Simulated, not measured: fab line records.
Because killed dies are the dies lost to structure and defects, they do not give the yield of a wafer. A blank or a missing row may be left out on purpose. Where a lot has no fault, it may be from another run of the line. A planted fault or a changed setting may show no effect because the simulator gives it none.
fab line records | flow n5_finfet
[record] lots = 13 | wafers = 35 | last_day = 17
route steps=1938 shown SD_EPI_P@303 SD_ACTIVATION@330 SDB@353
lots that met no fault: taken from a fault-free run of the same line
start_h: hours from the record's opening day to when the first of the lot's shown wafers began | wait_h: hours since the lot's step before | " unchanged from the row above | L1.1+2: a single row standing in for several wafers | - no value, or no start given | * or withheld: withheld | < > ~ a bound
route shown NAME@n: names a module that has steps shown in the file, with the first one's number in the route | usual: mean/standard deviation taken from wafers without a fault | same: alike in all rows | chamber/n: place in a boat | sites: the reading at each site | _std_site: the values' standard deviation | _edge_site: the outer-site mean with the inner-site mean subtracted | radius_mm: for every site, how far away it sits from the centre of the wafer | mask NAME#n: copy n | behind: the last tool/chamber to shape the wafer | hold: why the lot went on hold/how many hours it stayed there/how the hold came to an end | device: transistor that didn't switch, given as n, p or np | end of line: tests of these same wafers at the route's end | step lacking rows: just its recipe | killed: count of dies lost to structure and defects at first sort (not the wafer's yield) | map: the dies of a wafer, with x for killed, . for not killed, _ for no die there
set.NAME: the run value of the setting; set.NAME@STEP: its run value at that earlier step | model.NAME: the simulator's own value behind a step, which no gauge read
route steps across a sampled set of lots; one table per step, one row per wafer
services: from which hour (start_h, from the record's first day; less than 0 if before it) a tool's chamber was out of use, for how many hours, and why
[[steps]]
[step N5_SD_EPI_P_CD_MEAS_09]
[recipe] target_cd_nm = 240 | landing_energy_ev = 500 | detector = se_inlens
[usual] cd_nm = 240.4/1
lot.wafer | tool      | chamber | start_h | wait_h | cd_nm
L417.1    | cd_sem-02 | 0       | 56.40   | -      | 239.7
L417.3    | "         | 0       | "       | "      | 239.4
L417.5    | "         | 0       | "       | "      | 239.9
L418.2    | cd_sem-02 | 0       | 60.50   | -      | 240.6
L418.5    | "         | 0       | "       | "      | 243.1
L418.6    | "         | 0       | "       | "      | 241.0
L419.3    | cd_sem-02 | 0       | 65.19   | -      | 240.5
L419.4    | "         | 0       | "       | "      | 240.5
L420.2    | cd_sem-03 | 0       | 73.10   | -      | 241.0
L420.4    | "         | 0       | "       | "      | 240.0
L420.6    | "         | 0       | "       | "      | 239.6
L422.1    | cd_sem-02 | 0       | 84.17   | -      | 239.5
L422.5    | "         | 0       | "       | "      | 241.0
L423.2    | cd_sem-01 | 0       | 88.09   | -      | 240.4
L423.3    | "         | 0       | "       | "      | 239.6
L423.6    | "         | 0       | "       | "      | 240.1
L424.1    | cd_sem-03 | 0       | 95.35   | -      | 240.5
L424.4    | "         | 0       | "       | "      | 240.2
L424.5    | "         | 0       | "       | "      | 240.1
L429.4    | cd_sem-02 | 0       | 134.38  | -      | 241.7
L429.5    | "         | 0       | "       | "      | 240.9
L435.2    | cd_sem-03 | 0       | 162.83  | -      | 239.8
L435.4    | "         | 0       | "       | "      | 239.0
L435.5    | "         | 0       | "       | "      | 240.3
L436.2    | cd_sem-03 | 0       | 168.53  | -      | 241.3
L436.3    | "         | 0       | "       | "      | 242.5
L436.6    | "         | 0       | "       | "      | 241.8
L437.2    | cd_sem-02 | 0       | 174.63  | -      | 239.9
L437.3    | "         | 0       | "       | "      | 238.3
L438.2    | cd_sem-03 | 0       | 182.85  | -      | 239.3
L438.4    | "         | 0       | "       | "      | 240.0
L438.5    | "         | 0       | "       | "      | 239.5
L439.1    | cd_sem-02 | 0       | 186.25  | -      | 240.8
L439.4    | "         | 0       | "       | "      | 242.1
L439.6    | "         | 0       | "       | "      | 242.2
[step N5_SD_ACTIVATION_RTA_00]
[recipe] temp_c = 975 | time_s = 0 | ambient = N2 | idle_temp_c = 600 | ramp_up_c_per_s = 150 | ramp_down_c_per_s = 60 | cool_to_c = 600
[usual] lamp_power_pct = 8.95/0.05 | wafer_temp_C_max = 975.1/2
lot.wafer | tool          | chamber | start_h | wait_h | lamp_power_pct | wafer_temp_C_max
L417.1    | rtp_anneal-02 | 0       | 60.46   | 0.2    | 9.03           | 972.3
L417.3    | "             | 0       | "       | "      | 8.94           | 974.0
L417.5    | "             | 0       | "       | "      | 8.94           | 975.4
L418.2    | rtp_anneal-01 | 0       | 64.49   | 0.1    | 8.94           | 973.1
L418.5    | "             | 0       | "       | "      | 8.98           | 975.8
L418.6    | "             | 0       | "       | "      | 9.02           | 975.3
L419.3    | rtp_anneal-02 | 0       | 69.13   | 0.1    | 9.00           | 979.5
L419.4    | "             | 0       | "       | "      | 8.95           | 974.8
L420.2    | rtp_anneal-01 | 0       | 77.10   | 0.1    | 8.96           | 975.8
L420.4    | "             | 0       | "       | "      | 8.99           | 976.0
L420.6    | "             | 0       | "       | "      | 8.94           | 973.4
L422.1    | rtp_anneal-01 | 0       | 88.08   | 0.0    | 8.98           | 975.1
L422.5    | "             | 0       | "       | "      | 8.92           | 975.4
L423.2    | rtp_anneal-02 | 0       | 91.98   | 0.1    | 8.99           | 978.5
L423.3    | "             | 0       | "       | "      | 8.98           | 977.7
L423.6    | "             | 0       | "       | "      | 8.99           | 978.7
L424.1    | rtp_anneal-01 | 0       | 99.29   | 0.1    | 8.89           | 975.1
L424.4    | "             | 0       | "       | "      | 9.00           | 969.8
L424.5    | "             | 0       | "       | "      | 9.00           | 976.1
L429.4    | rtp_anneal-02 | 0       | 138.72  | 0.1    | 8.89           | 978.1
L429.5    | "             | 0       | "       | "      | 9.02           | 974.2
L435.2    | rtp_anneal-01 | 0       | 166.70  | 0.1    | 8.94           | 975.1
L435.4    | "             | 0       | "       | "      | 9.01           | 974.1
L435.5    | "             | 0       | "       | "      | 8.95           | 975.5
L436.2    | rtp_anneal-01 | 0       | 172.52  | 0.1    | 8.91           | 976.9
L436.3    | "             | 0       | "       | "      | 9.01           | 971.5
L436.6    | "             | 0       | "       | "      | 8.97           | 975.2
L437.2    | rtp_anneal-02 | 0       | 178.54  | 0.1    | 8.92           | 975.5
L437.3    | "             | 0       | "       | "      | 8.89           | 975.4
L438.2    | rtp_anneal-01 | 0       | 186.71  | 0.1    | 8.89           | 976.9
L438.4    | "             | 0       | "       | "      | 8.98           | 974.5
L438.5    | "             | 0       | "       | "      | 8.94           | 971.5
L439.1    | rtp_anneal-01 | 0       | 190.35  | 0.0    | 8.99           | 974.4
L439.4    | "             | 0       | "       | "      | 8.94           | 970.7
L439.6    | "             | 0       | "       | "      | 8.90           | 977.3
[step N5_SDB_EXPOSE_08]
[recipe] mask_id = SDB | na = 1.35 | source_shape = conventional | sigma_outer = 0.5 | polarization = unpolarized | dose_mj = 49.6
[same] sigma_outer = 0.5
lot.wafer  | tool            | chamber | start_h | wait_h | mask
L417.1+3+5 | arfi_scanner-02 | 0       | 69.26   | -      | SDB#0
L418.2+5+6 | arfi_scanner-02 | 0       | 71.69   | -      | SDB#0
L419.3+4   | arfi_scanner-01 | 0       | 76.69   | -      | SDB#0
L420.2+4+6 | arfi_scanner-03 | 0       | 84.49   | -      | SDB#0
L422.1+5   | arfi_scanner-03 | 0       | 95.84   | -      | SDB#0
L423.2+3+6 | arfi_scanner-01 | 0       | 101.17  | -      | SDB#0
L424.1+4+5 | arfi_scanner-01 | 0       | 107.54  | -      | SDB#0
L429.4+5   | arfi_scanner-01 | 0       | 146.02  | -      | SDB#0
L435.2+4+5 | arfi_scanner-01 | 0       | 174.04  | -      | SDB#0
L436.2+3+6 | arfi_scanner-01 | 0       | 180.12  | -      | SDB#0
L437.2+3   | arfi_scanner-03 | 0       | 186.20  | -      | SDB#0
L438.2+4+5 | arfi_scanner-03 | 0       | 194.01  | -      | SDB#0
L439.1+4+6 | arfi_scanner-02 | 0       | 197.70  | -      | SDB#0
[step N5_SDB_OVL_MEAS_12]
[recipe] points_per_wafer = 44
[usual] SDB_OVL = 0.4/0.82
lot.wafer | tool       | chamber | start_h | wait_h | SDB_OVL[nm]
L417.1    | overlay-02 | 0       | 69.41   | 0.0    | -0.3
L417.3    | "          | 0       | "       | "      | 0.2
L417.5    | "          | 0       | "       | "      | 0.2
L418.2    | overlay-01 | 0       | 71.84   | 0.0    | 1.9
L418.5    | "          | 0       | "       | "      | 1.6
L418.6    | "          | 0       | "       | "      | 1.3
L419.3    | overlay-01 | 0       | 76.84   | 0.0    | -0.1
L419.4    | "          | 0       | "       | "      | 0.1
L420.2    | overlay-02 | 0       | 84.64   | 0.0    | -0.8
L420.4    | "          | 0       | "       | "      | -0.7
L420.6    | "          | 0       | "       | "      | -0.1
L422.1    | overlay-01 | 0       | 96.00   | 0.0    | 1.0
L422.5    | "          | 0       | "       | "      | 1.2
L423.2    | overlay-01 | 0       | 101.32  | 0.0    | 0.0
L423.3    | "          | 0       | "       | "      | -0.1
L423.6    | "          | 0       | "       | "      | 0.4
L424.1    | overlay-01 | 0       | 107.70  | 0.0    | -0.4
L424.4    | "          | 0       | "       | "      | 0.6
L424.5    | "          | 0       | "       | "      | -0.2
L429.4    | overlay-02 | 0       | 146.16  | 0.0    | 1.4
L429.5    | "          | 0       | "       | "      | 0.6
L435.2    | overlay-01 | 0       | 174.19  | 0.0    | 6.9
L435.4    | "          | 0       | "       | "      | 8.1
L435.5    | "          | 0       | "       | "      | 6.7
L436.2    | overlay-01 | 0       | 180.27  | 0.0    | 6.0
L436.3    | "          | 0       | "       | "      | 5.8
L436.6    | "          | 0       | "       | "      | 6.2
L437.2    | overlay-01 | 0       | 186.35  | 0.0    | -0.3
L437.3    | "          | 0       | "       | "      | 1.0
L438.2    | overlay-02 | 0       | 194.16  | 0.0    | 0.0
L438.4    | "          | 0       | "       | "      | 0.7
L438.5    | "          | 0       | "       | "      | -1.5
L439.1    | overlay-01 | 0       | 197.85  | 0.0    | 0.1
L439.4    | "          | 0       | "       | "      | -0.2
L439.6    | "          | 0       | "       | "      | -0.9
[step N5_SDB_STRIP_21]
[recipe] chemistry = CF4 | resist = SiARC | power_w = 300 | bias_power_w = 75 | pressure_mtorr = 50 | cf4_flow_sccm = 150 | rf_frequency_hz = 6e+07
[usual] drypump_motor_current_A = 5.5/0.45 | oes_product_au = 0.80/0.11 | power_w = 299.9/0.91 | rf_vpp_V = 271.4/1.1 | showerhead_plenum_p_Torr = 1.80/0.04 | throttle_valve_pct = 13.6/0.32
lot.wafer | tool        | chamber | start_h | wait_h | drypump_motor_current_A | oes_product_au | power_w | rf_hours_counter_h | rf_vpp_V | showerhead_plenum_p_Torr | throttle_valve_pct
L417.1    | rie_diel-05 | 0       | 69.87   | 0.0    | 5.9                     | 0.95           | 301.5   | 4                  | 270.8    | 1.77                     | 13.5
L417.3    | "           | 3       | "       | "      | 6.1                     | 0.74           | 301.8   | 156                | 271.1    | 1.80                     | 13.7
L417.5    | "           | 1       | "       | "      | 5.1                     | 0.68           | 300.7   | -                  | 272.4    | 1.83                     | 13.8
L418.2    | rie_diel-05 | 3       | 72.27   | 0.0    | 6.1                     | 0.74           | 299.8   | 157                | 272.1    | 1.79                     | 13.7
L418.5    | "           | 0       | "       | "      | 5.9                     | 0.95           | 301.1   | -                  | 270.3    | 1.77                     | 13.5
L418.6    | "           | 3       | "       | "      | 6.1                     | 0.74           | 300.5   | -                  | 270.9    | 1.80                     | 13.8
L419.3    | rie_diel-06 | 3       | 77.10   | 0.0    | 4.8                     | 0.71           | 300.5   | 169                | 273.7    | 1.84                     | 13.7
L419.4    | "           | 2       | "       | "      | 4.7                     | 0.70           | 299.2   | 215                | 270.2    | 1.79                     | 14.0
L420.2    | rie_diel-06 | 2       | 85.00   | 0.0    | 4.7                     | 0.69           | 299.4   | 219                | 270.7    | 1.79                     | 14.0
L420.4    | "           | 1       | "       | "      | 5.9                     | 0.70           | 299.1   | 196                | 271.6    | 1.78                     | 13.9
L420.6    | "           | 0       | "       | "      | 5.3                     | 0.94           | 300.2   | -                  | 271.0    | 1.84                     | 13.1
L422.1    | rie_diel-03 | 3       | 96.26   | 0.0    | 5.5                     | 0.72           | 300.0   | 205                | 273.9    | 1.86                     | 13.9
L422.5    | "           | 2       | "       | "      | 5.8                     | 0.98           | 299.4   | -                  | 273.0    | 1.82                     | 13.1
L423.2    | rie_diel-03 | 2       | 101.86  | 0.0    | 5.8                     | 0.98           | 299.5   | 3                  | 271.1    | 1.82                     | 13.1
L423.3    | "           | 3       | "       | "      | 5.5                     | 0.71           | 299.5   | 207                | 272.7    | 1.86                     | 13.9
L423.6    | "           | 2       | "       | "      | 5.8                     | 0.98           | 300.2   | -                  | 272.2    | 1.82                     | 13.1
L424.1    | rie_diel-03 | 1       | 107.97  | 0.0    | 5.9                     | 0.68           | 300.6   | 247                | 272.6    | 1.75                     | 13.9
L424.4    | "           | 1       | "       | "      | 5.9                     | 0.68           | 301.3   | -                  | 271.1    | 1.75                     | 13.9
L424.5    | "           | 2       | "       | "      | 5.8                     | 0.96           | 300.7   | -                  | 271.7    | 1.82                     | 13.1
L429.4    | rie_diel-06 | 2       | 146.57  | 0.0    | 4.7                     | 0.67           | 299.5   | 241                | 270.5    | 1.79                     | 14.0
L429.5    | "           | 2       | "       | "      | 4.7                     | 0.67           | 300.0   | -                  | 270.2    | 1.79                     | 14.0
L435.2    | rie_diel-03 | 1       | 174.45  | 0.0    | 5.9                     | 0.92           | 300.5   | 11                 | 270.6    | 1.75                     | 13.3
L435.4    | "           | 3       | "       | "      | 5.5                     | 0.69           | 298.3   | -                  | 271.5    | 1.85                     | 14.0
L435.5    | "           | 1       | "       | "      | 5.9                     | 0.93           | 300.0   | -                  | 271.2    | 1.75                     | 13.3
L436.2    | rie_diel-06 | 0       | 180.79  | 0.0    | 5.2                     | 0.88           | 299.7   | 37                 | 270.8    | 1.83                     | 13.2
L436.3    | "           | 1       | "       | "      | 5.9                     | 0.67           | 299.1   | 234                | 271.9    | 1.77                     | 14.0
L436.6    | "           | 3       | "       | "      | 4.8                     | 0.69           | 299.2   | -                  | 272.6    | 1.83                     | 13.8
L437.2    | rie_diel-03 | 0       | 186.61  | 0.0    | 6.3                     | 0.97           | 300.1   | 5                  | 271.6    | 1.79                     | 13.6
L437.3    | "           | 3       | "       | "      | 5.5                     | 0.69           | 300.2   | 244                | 273.3    | 1.85                     | 14.0
L438.2    | rie_diel-06 | 1       | 194.45  | 0.0    | 5.9                     | 0.67           | 299.9   | 239                | 271.2    | 1.77                     | 14.0
L438.4    | "           | 2       | "       | "      | 4.7                     | 0.95           | 299.2   | 2                  | 272.0    | 1.78                     | 13.5
L438.5    | "           | 1       | "       | "      | 5.9                     | 0.68           | 299.9   | -                  | 270.6    | 1.77                     | 14.0
L439.1    | rie_diel-05 | 1       | 198.31  | 0.0    | 5.1                     | 0.84           | 298.3   | 40                 | 270.7    | 1.82                     | 13.3
L439.4    | "           | 2       | "       | "      | 4.8                     | 0.71           | 299.8   | 173                | 269.5    | 1.71                     | 13.7
L439.6    | "           | 0       | "       | "      | 5.8                     | 0.84           | 299.5   | -                  | 270.8    | 1.76                     | 13.6
[[services]]
tool            | chamber | start_h | hours | kind
arfi_scanner-03 | -       | 40.84   | 1.0   | pm
arfi_scanner-03 | -       | 45.56   | 0.8   | pm
arfi_scanner-01 | -       | 66.13   | 1.3   | pm
arfi_scanner-01 | -       | 67.44   | 0.8   | repair
rie_diel-03     | 0       | 77.63   | 53.1  | repair
arfi_scanner-02 | -       | 87.05   | 1.3   | pm
rie_diel-03     | 2       | 97.15   | 3.3   | repair
arfi_scanner-02 | -       | 99.12   | 3.1   | pm
rie_diel-06     | 0       | 100.78  | 9.1   | repair
arfi_scanner-03 | -       | 103.23  | 0.5   | repair
rie_diel-06     | -       | 119.48  | 4.4   | repair
arfi_scanner-03 | -       | 122.76  | 1.3   | pm
rie_diel-06     | 0       | 124.63  | 1.7   | repair
arfi_scanner-01 | 0       | 125.50  | -     | calibration
arfi_scanner-01 | -       | 129.51  | 1.0   | pm
arfi_scanner-03 | -       | 138.26  | 4.9   | pm
rie_diel-03     | -       | 158.24  | 0.4   | repair
arfi_scanner-03 | -       | 158.74  | 1.0   | pm
rie_diel-03     | 3       | 168.79  | 4.2   | repair
arfi_scanner-01 | -       | 172.91  | 0.8   | pm
arfi_scanner-02 | -       | 177.79  | 1.0   | pm
arfi_scanner-03 | -       | 184.85  | 0.8   | pm
arfi_scanner-01 | -       | 191.63  | 1.3   | pm
arfi_scanner-02 | -       | 197.92  | 1.0   | pm
[[key]]
[first_sign] step = N5_SDB_OVL_MEAS_12 | reading = SDB_OVL | direction = up | sigmas = 7.6 | usual = 0.4 | struck = 6.6
effect none on later readings
met_at N5_SDB_EXPOSE_08
struck_lots L435,L436
rows_end L435.2,L435.4,L435.5,L436.2,L436.3,L436.6
not_acting_at N5_SD_EPI_P_CD_MEAS_09,N5_SD_ACTIVATION_RTA_00,N5_SDB_STRIP_21
onset_between 146.02 174.04
[fault] kind = scanner_matching_overlay | tool = arfi_scanner-01 | chamber = - | onset_h = 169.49 | steps = N5_SDB_EXPOSE_08 | offset = 5.9396
// rows_end: these wafers met a further fault down the route, and their rows from its step on are left out
